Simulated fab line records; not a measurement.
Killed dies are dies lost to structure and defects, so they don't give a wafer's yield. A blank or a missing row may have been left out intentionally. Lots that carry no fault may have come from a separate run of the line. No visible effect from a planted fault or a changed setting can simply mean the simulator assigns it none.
A lot that was struck, set against a sound lot || flow n5_finfet || 36 steps out of a route of 1938
Sound: wafers L411.1, L411.2, L411.6. The struck wafers were L413.2, L413.3, L413.5. The cause is named last.
For every step that has rows: the tool of each side, followed by ch and its chambers, followed by its first start. Under that, the readings that differ: sound wafers || struck wafers || difference of the means || sigmas: that difference in standard deviations of wafers without a fault.
alike: same words and numbers on both sides, and readings whose means sit less than 2 such deviations apart. not compared: any withheld reading, any reading some wafer has no value for, any bound like >300 that may hide the same value, and any number with overlapping values for which the record gives no deviation.
Wherever a step has rows on one side only, a row that says differs or no value, or a row with sigmas, the two part there. Numbers that don't overlap but have no deviation are shown without sigmas and don't part them. A reading missing from all wafers of one side parts the sides only when that side holds two or more wafers.

first, 9 steps without rows for these wafers: N5_PMOS_HMC_CHANNEL_EPI_HM_DEP_34 (deposits SiO2 from TEOS/O2, target thk 36 nm, time 6.9 s); N5_PMOS_HMC_CHANNEL_EPI_COAT_31 (time 60 s, resist thk 66 nm); N5_PMOS_HMC_CHANNEL_EPI_COAT_03 (resist thk 205 nm); N5_PMOS_HMC_CHANNEL_EPI_EBR_05; N5_PMOS_HMC_CHANNEL_EPI_SOFTBAKE_04 (time 60 s); N5_PMOS_HMC_CHANNEL_EPI_EXPOSE_06 (exposes mask PMOS HMC BLK, target cd 240 nm); N5_PMOS_HMC_CHANNEL_EPI_PEB_07 (peb time 60 s); N5_PMOS_HMC_CHANNEL_EPI_DEVELOP_08 (develop time 30 s); N5_PMOS_HMC_CHANNEL_EPI_DESCUM_14 (chemistry O2, time 7.9 s).
N5_PMOS_HMC_CHANNEL_EPI_ETCH_32: etches BARC in N2/H2, stops on SiO2, target depth 85.8 nm, time 50.3 s.
  sound on rie_diel-03 ch 1,3, day 3 23:49; struck on rie_diel-03 ch 0,2,3, day 4 11:47
  alike: bias_w, drypump_motor_current_A, oes_product_au, rf_vpp_V, showerhead_plenum_p_Torr, throttle_valve_pct
  not compared: rf_hours_counter_h
then, 25 steps without rows for these wafers: N5_PMOS_HMC_CHANNEL_EPI_HM_OPEN_15 (chemistry CHF3/O2, target SiO2, target depth 40.6 nm, time 20.3 s); N5_PMOS_HMC_CHANNEL_EPI_STRIP_33 (strips in N2/H2); N5_PMOS_HMC_CHANNEL_EPI_STRIP_17 (strips in SPM, time 750 s); N5_PMOS_HMC_CHANNEL_EPI_ETCH_38 (etches SiO2 in CF4, target depth 1.5 nm); N5_PMOS_HMC_CHANNEL_EPI_FIN_RECESS_16 (chemistry HBr/Cl2, target Si, target depth 54 nm, time 18 s); N5_PMOS_HMC_CHANNEL_EPI_PRECLEAN_36 (cleans in O3/DIW, time 45 s); N5_PMOS_HMC_CHANNEL_EPI_PRECLEAN_18 (cleans in DHF, time 30 s); N5_PMOS_HMC_CHANNEL_EPI_SRD_19 (time 30 s); N5_PMOS_HMC_CHANNEL_EPI_EPI_20 (deposits SiGe30, target thk 59 nm); N5_PMOS_HMC_CHANNEL_EPI_HM_STRIP_35 (strips SiO2 in dHF, material SiO2, target depth 39.6 nm, time 216 s); N5_PMOS_HMC_CHANNEL_EPI_SRD_39 (time 30 s); N5_PMOS_HMC_CHANNEL_EPI_CMP_21 (polishes SiGe30, target thk 54 nm); N5_PMOS_HMC_CHANNEL_EPI_PRECLEAN_40 (cleans in DHF, time 30 s); N5_PMOS_HMC_CHANNEL_EPI_PRECLEAN_37 (cleans in O3/DIW, time 45 s); N5_PMOS_HMC_CHANNEL_EPI_PRECLEAN_24 (cleans in DHF, time 30 s); N5_PMOS_HMC_CHANNEL_EPI_SRD_25 (time 30 s); N5_PMOS_HMC_CHANNEL_EPI_EPI_26 (deposits Si from SiH4/H2, target thk 3.8 nm, time 22.7 s); N5_FIN_SAQP_PRECLEAN_42 (cleans in O3/DIW, time 60 s); N5_FIN_SAQP_PRECLEAN_00 (cleans in SC1, time 60 s); N5_FIN_SAQP_PRECLEAN_44 (cleans in SC2, time 45 s); N5_FIN_SAQP_SRD_01 (time 30 s); N5_FIN_SAQP_ALD_61 (deposits SiO2, target thk 4 nm, pulse time 1 s, purge time 2 s); N5_FIN_SAQP_DENSIFY_62 (time 60 s); N5_FIN_SAQP_HM_DEP_03 (deposits SiNx from SiH4/NH3/N2, target thk 38 nm, time 33.6 s); N5_FIN_SAQP_PECVD_47 (deposits a-Si from SiH4/He, target thk 45 nm, time 36.3 s).
-- here the record skips 12 days between the struck wafers' starts before and after, leaving off in module FIN_SAQP and picking up in module PASSIVATION (first step shown: number 1936 of the route) --
N5_PASSIVATION_PROBE_49:
  sound on prober-02 at day 15 09:25; struck on prober-02 at day 16 20:51
{"reading": "defect_limited_yield (%)", "sound": "91.4 91.5 92.9", "struck": "78.4 79.0 77.5", "difference": -13.6, "sigmas": -10}
{"reading": "killed_at_front_end", "sound": "62 50 27", "struck": "194 184 206", "difference": "+148", "sigmas": "+15"}
{"reading": "killed_dies", "sound": "101 100 84", "struck": "255 248 266", "difference": "+161", "sigmas": "+10"}
{"reading": "sort_bin_5_function (%)", "sound": "4.9 5.0 4.7", "struck": "13.0 12.3 14.9", "difference": "+8.5", "sigmas": "+9"}
{"reading": "sort_n_pass", "sound": "1079 1080 1096", "struck": "925 932 914", "difference": -161, "sigmas": -9}
  alike: killed_at_M0_to_M3, killed_at_M4_up, killed_at_contacts, killed_at_other, killed_open, killed_short, sort_bin_6_memory, sort_bin_8_speed

## WHERE THEY PART
At N5_PASSIVATION_PROBE_49 and nowhere else, as far as this record goes.

WHY: what the simulator had put in
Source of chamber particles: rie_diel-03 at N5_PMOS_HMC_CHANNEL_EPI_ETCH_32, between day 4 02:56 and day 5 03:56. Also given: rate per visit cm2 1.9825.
